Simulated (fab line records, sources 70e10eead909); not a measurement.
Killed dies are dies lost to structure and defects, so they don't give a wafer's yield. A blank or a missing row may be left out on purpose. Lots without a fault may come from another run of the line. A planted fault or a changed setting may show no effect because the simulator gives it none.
Which tool did it? | flow nand_harc | 13 lots, 38 wafers sampled, at 6 steps of a route of 1302

WHAT THE GAUGES READ, wafer by wafer
NHARC_A_SOURCE_PLATE_THK_MEAS_06: measures by ellipsometry.
lot  | measured     | on            | thk_nm (nm)
L149 | day 7 22:34  | film_metro-02 | 200.7 199.8 202.3
L150 | day 7 22:34  | film_metro-01 | 200.6 198.5 198.9
L151 | day 8 15:28  | film_metro-01 | 200.1 199.9 199.2
L154 | day 9 15:43  | film_metro-01 | 199.1 201.3 201.6
L155 | day 10 07:58 | film_metro-02 | 199.9 200.7 201.0
L156 | day 11 00:59 | film_metro-01 | 202.6 201.6 201.6
L158 | day 11 09:49 | film_metro-02 | 202.1 203.3 200.9
L159 | day 12 07:07 | film_metro-01 | 203.9 202.7 201.0
L160 | day 12 16:01 | film_metro-01 | 198.0 198.4 199.1
L161 | day 12 16:01 | film_metro-02 | 196.8 195.8 198.3
L162 | day 12 23:55 | film_metro-02 | 200.7 202.1 200.2
L168 | day 15 11:40 | film_metro-02 | 202.8 203.7 202.9
L170 | day 16 03:44 | film_metro-02 | 200.8 199.5

NHARC_A_ONON_D1_THK_MEAS_18: measures by ellipsometry.
lot  | measured     | on            | thk_nm (nm)
L149 | day 8 09:15  | film_metro-02 | 1007 1005 1007
L150 | day 8 09:15  | film_metro-01 | 1007 1009 1008
L151 | day 9 05:02  | film_metro-01 | 996 997 996
L154 | day 10 04:24 | film_metro-02 | 1000 1002 1001
L155 | day 10 23:10 | film_metro-02 | 992 991 991
L156 | day 11 11:43 | film_metro-02 | 982 982 982
L158 | day 11 21:33 | film_metro-02 | 985 985 987
L159 | day 12 17:50 | film_metro-02 | 1012 1011 1012
L160 | day 13 02:38 | film_metro-01 | 1004 1006 1003
L161 | day 13 02:38 | film_metro-02 | 1001 1001 1002
L162 | day 13 10:36 | film_metro-01 | 1003 1002 1005
L168 | day 15 22:24 | film_metro-01 | 993 992 992
L170 | day 16 14:44 | film_metro-01 | 998 1000

NHARC_A_ONON_D1_THK_MEAS_30: measures by ellipsometry.
lot  | measured     | on            | thk_nm (nm)
L149 | day 8 11:47  | film_metro-02 | 1008 1008 1006
L150 | day 8 11:31  | film_metro-02 | 996 994 996
L151 | day 9 07:19  | film_metro-01 | 999 999 999
L154 | day 10 06:41 | film_metro-01 | 985 985 984
L155 | day 11 01:27 | film_metro-01 | 1007 1006 1005
L156 | day 11 13:59 | film_metro-01 | 1011 1012 1011
L158 | day 11 23:49 | film_metro-01 | 983 982 983
L159 | day 12 20:06 | film_metro-02 | 1000 1000 1001
L160 | day 13 04:55 | film_metro-01 | 1001 998 1001
L161 | day 13 04:54 | film_metro-02 | 1002 1002 1002
L162 | day 13 12:53 | film_metro-02 | 1011 1013 1012
L168 | day 16 00:40 | film_metro-02 | 1023 1952 1951
L170 | day 16 17:01 | film_metro-01 | 1005 1933

NHARC_END_SORT_01.
lot  | measured     | on        | killed_at_array | killed_at_other | killed_at_periphery | killed_dies | killed_open | killed_short
L168 | day 32 20:58 | prober-02 | 25 674 671      | 0 1 0           | 3 2 6               | 28 677 677  | 4 4 7       | 0 1 3
L170 | day 33 06:34 | prober-01 | 51 671          | 2 0             | 4 6                 | 57 677      | 4 2         | 1 3

WHICH TOOL RAN EACH LOT (tool, then ch and the chambers of the sampled wafers, then the start)
lot  | NHARC_A_ONON_D1_DEP_28           | NHARC_A_CHANNEL_HOLE_D1_ETCH_38
L149 | pecvd_onon-04 ch 0, day 8 11:20  | rie_diel-08 ch 1,2,3, day 8 16:11
L150 | pecvd_onon-03 ch 0, day 8 11:04  | rie_diel-02 ch 0,3, day 8 15:10
L151 | pecvd_onon-03 ch 0, day 9 06:47  | rie_diel-10 ch 0,1,3, day 9 13:28
L154 | pecvd_onon-04 ch 0, day 10 06:10 | rie_diel-10 ch 0,1,3, day 10 11:47
L155 | pecvd_onon-02 ch 0, day 11 00:56 | rie_diel-02 ch 1,3, day 11 04:50
L156 | pecvd_onon-03 ch 0, day 11 13:36 | rie_diel-10 ch 0,2,3, day 11 19:02
L158 | pecvd_onon-03 ch 0, day 11 23:22 | rie_diel-10 ch 0,3, day 12 03:11
L159 | pecvd_onon-02 ch 0, day 12 19:35 | rie_diel-02 ch 0,1,3, day 12 23:47
L160 | pecvd_onon-02 ch 0, day 13 04:24 | rie_diel-10 ch 0,1,3, day 13 09:33
L161 | pecvd_onon-04 ch 0, day 13 04:30 | rie_diel-10 ch 0,2, day 13 08:25
L162 | pecvd_onon-02 ch 0, day 13 12:30 | rie_diel-10 ch 2,3, day 13 16:32
L168 | pecvd_onon-04 ch 0, day 16 00:09 | rie_diel-10 ch 1, day 16 04:08
L170 | pecvd_onon-04 ch 0, day 16 16:40 | rie_diel-10 ch 3, day 17 00:05
- NHARC_A_ONON_D1_DEP_28: target thk 1000 nm.
- NHARC_A_CHANNEL_HOLE_D1_ETCH_38: etches the open film in CF4, target depth 39 nm, time 65 s.

WHAT THE TOOLS THEMSELVES READ (means of the sampled wafers that have a number; where no wafer has one, the mark that the record gives instead)
NHARC_A_CHANNEL_HOLE_D1_ETCH_38.
lot  | tool        | drypump_motor_current_A (A) | oes_product_au (a.u.) | rf_vpp_V (V) | showerhead_plenum_p_Torr (Torr) | throttle_valve_pct (%)
L149 | rie_diel-08 | 5.98                        | 1.001                 | 151.7        | 1.81                            | 13.290
L150 | rie_diel-02 | 5.90                        | 1.006                 | 150.1        | 1.73                            | 13.282
L151 | rie_diel-10 | 5.55                        | 0.993                 | 152.3        | 1.77                            | 13.290
L154 | rie_diel-10 | 5.56                        | 1.002                 | 151.4        | 1.77                            | 13.279
L155 | rie_diel-02 | 5.58                        | 1.000                 | 151.0        | 1.82                            | 13.286
L156 | rie_diel-10 | 5.50                        | 1.006                 | 152.2        | 1.81                            | 13.280
L158 | rie_diel-10 | 5.44                        | 1.011                 | 151.6        | 1.75                            | 13.284
L159 | rie_diel-02 | 5.74                        | 1.000                 | 151.6        | 1.77                            | 13.278
L160 | rie_diel-10 | 5.57                        | 1.003                 | 151.3        | 1.77                            | 13.278
L161 | rie_diel-10 | 5.59                        | 1.008                 | 152.8        | 1.87                            | 13.277
L162 | rie_diel-10 | 5.46                        | 1.008                 | 152.0        | 1.83                            | 13.287
L168 | rie_diel-10 | 5.71                        | 0.997                 | 152.1        | 1.76                            | 13.270
L170 | rie_diel-10 | 5.33                        | 1.002                 | 150.1        | 1.71                            | 13.269

THE ANSWER, worked out from the rows above alone
Rule: what is usual is taken from the lots themselves. Put in order of their means at a reading, lots are off if they are a third of the lots or fewer, leave a main group of 4 or more, and stand apart from it by a gap of 3 or more times the standard deviation of the main group's means; of several such gaps the widest counts. A main group whose means are all the same, to the digits that the tables above print for the reading, isn't used. A lot without any number at a reading at which 4 lots or more have one is off too. The other lots that the step has rows for count as sound. The gauges are gone through in route order, then the tools' own readings, and for those a lot's mean is taken as printed above. The first step at which some lot is off is used, and at that step the reading that is off furthest; a lot without a number counts as furthest.
Off: L168, L170, at NHARC_A_ONON_D1_THK_MEAS_30 (thk_nm). The main group: mean 1000 nm, standard deviation 9.2.
A tool fits if, at a process step before that reading, it ran every lot that is off, and no sound lot after the first of them. The gauges at NHARC_A_ONON_D1_THK_MEAS_30 are tried like those tools. One fits: pecvd_onon-04 at NHARC_A_ONON_D1_DEP_28. Its last sound lot is L161 (day 13 04:30), its first lot that is off L168 (day 16 00:09): a fault that began between those two fits.

WHAT THE SIMULATOR HAD PUT IN
Process parameter drift: pecvd_onon-04, from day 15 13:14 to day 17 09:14, at NHARC_A_ONON_D1_DEP_28. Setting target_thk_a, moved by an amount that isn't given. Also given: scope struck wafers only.
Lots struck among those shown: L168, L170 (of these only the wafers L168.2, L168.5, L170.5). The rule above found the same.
